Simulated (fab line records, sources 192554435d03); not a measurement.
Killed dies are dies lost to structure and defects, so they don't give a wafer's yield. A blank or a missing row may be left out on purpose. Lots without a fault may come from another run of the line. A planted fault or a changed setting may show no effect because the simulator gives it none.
Which tool did it? | flow n5_finfet | 10 lots, 30 wafers sampled, at 4 steps of a route of 1938

WHAT THE GAUGES READ, wafer by wafer
N5_BEOL_M7_INSPECT_58: inspects for defects (darkfield). Usual: raw_defect_count 72, standard deviation 23.
lot  | measured     | on                | raw_defect_count | flag
L324 | day 11 00:32 | defect_inspect-02 | 57 34 40         |
L325 | day 11 02:41 | defect_inspect-01 | 77 47 76         |
L326 | day 11 21:08 | defect_inspect-01 | 72 64 67         |
L330 | day 12 08:04 | defect_inspect-02 | 89 126 53        |
L335 | day 12 15:10 | defect_inspect-02 | 69 58 73         |
L334 | day 13 12:21 | defect_inspect-01 | 30 61 49         |
L337 | day 14 04:26 | defect_inspect-01 | 71 43 48         |
L340 | day 15 02:00 | defect_inspect-01 | 83 109 128       |
L342 | day 15 05:38 | defect_inspect-02 | 43 79 51         |
L344 | day 16 00:47 | defect_inspect-02 | 94 146 86        |

N5_BEOL_M8_OVL_MEAS_12. Usual: M8_OVL 0.1 nm, standard deviation 0.77.
lot  | measured     | on         | M8_OVL (nm)    | flag
L324 | day 11 01:58 | overlay-01 | -1.6 -0.8 -1.1 |
L325 | day 11 05:24 | overlay-01 | 0.2 0.8 1.2    |
L326 | day 11 22:58 | overlay-01 | 11.3 12.0 10.6 | OFF
L330 | day 12 09:47 | overlay-02 | 11.7 11.4 12.4 | OFF
L335 | day 12 16:56 | overlay-02 | 0.1 -0.4 0.6   |
L334 | day 13 16:16 | overlay-02 | -0.4 -0.2 0.2  |
L337 | day 14 08:42 | overlay-01 | 0.5 1.0 0.4    |
L340 | day 15 04:05 | overlay-02 | -0.9 -0.7 0.3  |
L342 | day 15 11:19 | overlay-01 | 0.5 1.2 1.0    |
L344 | day 16 03:38 | overlay-01 | 0.2 1.5 0.6    |

WHICH TOOL RAN EACH LOT (tool, then ch and the chambers of the sampled wafers, then the start)
lot  | N5_BEOL_M7_CMP_52             | N5_BEOL_M8_EXPOSE_08
L324 | cmp-04 ch 0,1,2, day 11 00:05 | arfi_scanner-02 ch 0, day 11 01:48
L325 | cmp-03 ch 2,3, day 11 02:14   | arfi_scanner-01 ch 0, day 11 05:15
L326 | cmp-01 ch 1,2, day 11 20:43   | arfi_scanner-02 ch 0, day 11 22:49
L330 | cmp-04 ch 0,1,3, day 12 07:37 | arfi_scanner-02 ch 0, day 12 09:37
L335 | cmp-03 ch 0,1, day 12 14:44   | arfi_scanner-01 ch 0, day 12 16:47
L334 | cmp-04 ch 0,1,3, day 13 12:01 | arfi_scanner-01 ch 0, day 13 16:07
L337 | cmp-03 ch 0,1,3, day 14 04:07 | arfi_scanner-01 ch 0, day 14 08:32
L340 | cmp-04 ch 1,2,3, day 15 01:33 | arfi_scanner-01 ch 0, day 15 03:56
L342 | cmp-04 ch 0,1,3, day 15 05:13 | arfi_scanner-03 ch 0, day 15 11:10
L344 | cmp-04 ch 1,2,3, day 16 00:20 | arfi_scanner-01 ch 0, day 16 03:28
- N5_BEOL_M7_CMP_52: polishes, stops on SiCOH lowk, t overpolish 6.9 s, target thk 80 nm.
- N5_BEOL_M8_EXPOSE_08: exposes mask M8.

WHAT THE TOOLS THEMSELVES READ (means of the sampled wafers that have a number; where no wafer has one, the mark that the record gives instead)
N5_BEOL_M7_CMP_52. Usual: barrier_field_endpoint_s 28.6 s, standard deviation 0.65; edge_zone_pressure_frac 0.999, standard deviation 0.0051; head_pressure_psi 1.0000 psi, standard deviation 0.0021; motor_current_A 5.7 A, standard deviation 0.52; overpolish_run_s 6.900 s, standard deviation 0.0092; time_to_endpoint_s 60.5 s, standard deviation 2.8.
lot  | tool   | barrier_field_endpoint_s (s) | edge_zone_pressure_frac | head_pressure_psi (psi) | motor_current_A (A) | overpolish_run_s (s) | time_to_endpoint_s (s) | flag
L324 | cmp-04 | 28.4                         | 0.999                   | 0.9995                  | 5.6                 | 6.894                | 59.8                   |
L325 | cmp-03 | 28.9                         | 0.998                   | 0.9999                  | 6.1                 | 6.906                | 61.5                   |
L326 | cmp-01 | 29.7                         | 0.996                   | 1.0004                  | 6.0                 | 6.902                | 61.3                   |
L330 | cmp-04 | 28.3                         | 0.998                   | 0.9988                  | 5.2                 | 6.904                | 59.1                   |
L335 | cmp-03 | 29.0                         | 1.004                   | 0.9999                  | 6.0                 | 6.900                | 60.6                   |
L334 | cmp-04 | 28.1                         | 0.996                   | 0.9994                  | 5.0                 | 6.900                | 61.1                   |
L337 | cmp-03 | 28.4                         | 0.998                   | 1.0002                  | 6.1                 | 6.896                | 61.4                   |
L340 | cmp-04 | 28.3                         | 0.998                   | 1.0000                  | 5.4                 | 6.899                | 58.1                   |
L342 | cmp-04 | 28.5                         | 1.002                   | 1.0013                  | 5.4                 | 6.902                | 60.4                   |
L344 | cmp-04 | 28.2                         | 1.000                   | 0.9999                  | 5.4                 | 6.899                | 58.2                   |

N5_BEOL_M8_EXPOSE_08. Usual: stage_vel_mm_s 499.97 mm/s, standard deviation 0.24.
lot  | tool            | stage_vel_mm_s (mm/s) | flag
L324 | arfi_scanner-02 | 499.89                |
L325 | arfi_scanner-01 | 499.70                |
L326 | arfi_scanner-02 | 500.02                |
L330 | arfi_scanner-02 | 500.05                |
L335 | arfi_scanner-01 | 499.90                |
L334 | arfi_scanner-01 | 499.94                |
L337 | arfi_scanner-01 | 499.84                |
L340 | arfi_scanner-01 | 500.09                |
L342 | arfi_scanner-03 | 499.65                |
L344 | arfi_scanner-01 | 499.81                |

THE ANSWER, worked out from the rows above alone
Rule: a lot is off if the mean of its wafers that have a number lies more than 3 standard deviations from the usual mean. A lot without any number at a reading at which 4 lots or more have one is off too. The other lots that the step has rows for count as sound. The gauges are gone through in route order, then the tools' own readings, and for those a lot's mean is taken as printed above. The first step at which some lot is off is used, and at that step the reading that is off furthest; a lot without a number counts as furthest.
Off: L326, L330, at N5_BEOL_M8_OVL_MEAS_12 (M8_OVL).
A tool fits if, at a process step before that reading, it ran every lot that is off, and no sound lot after the first of them. The gauges at N5_BEOL_M8_OVL_MEAS_12 are tried like those tools. One fits: arfi_scanner-02 at N5_BEOL_M8_EXPOSE_08. Its last sound lot is L324 (day 11 01:48), its first lot that is off L326 (day 11 22:49): a fault that began between those two fits.

WHAT THE SIMULATOR HAD PUT IN
Scanner matching overlay: arfi_scanner-02, from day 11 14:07 on, at N5_BEOL_M8_EXPOSE_08. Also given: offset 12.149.
Lots struck among those shown: L326, L330. The rule above found the same.
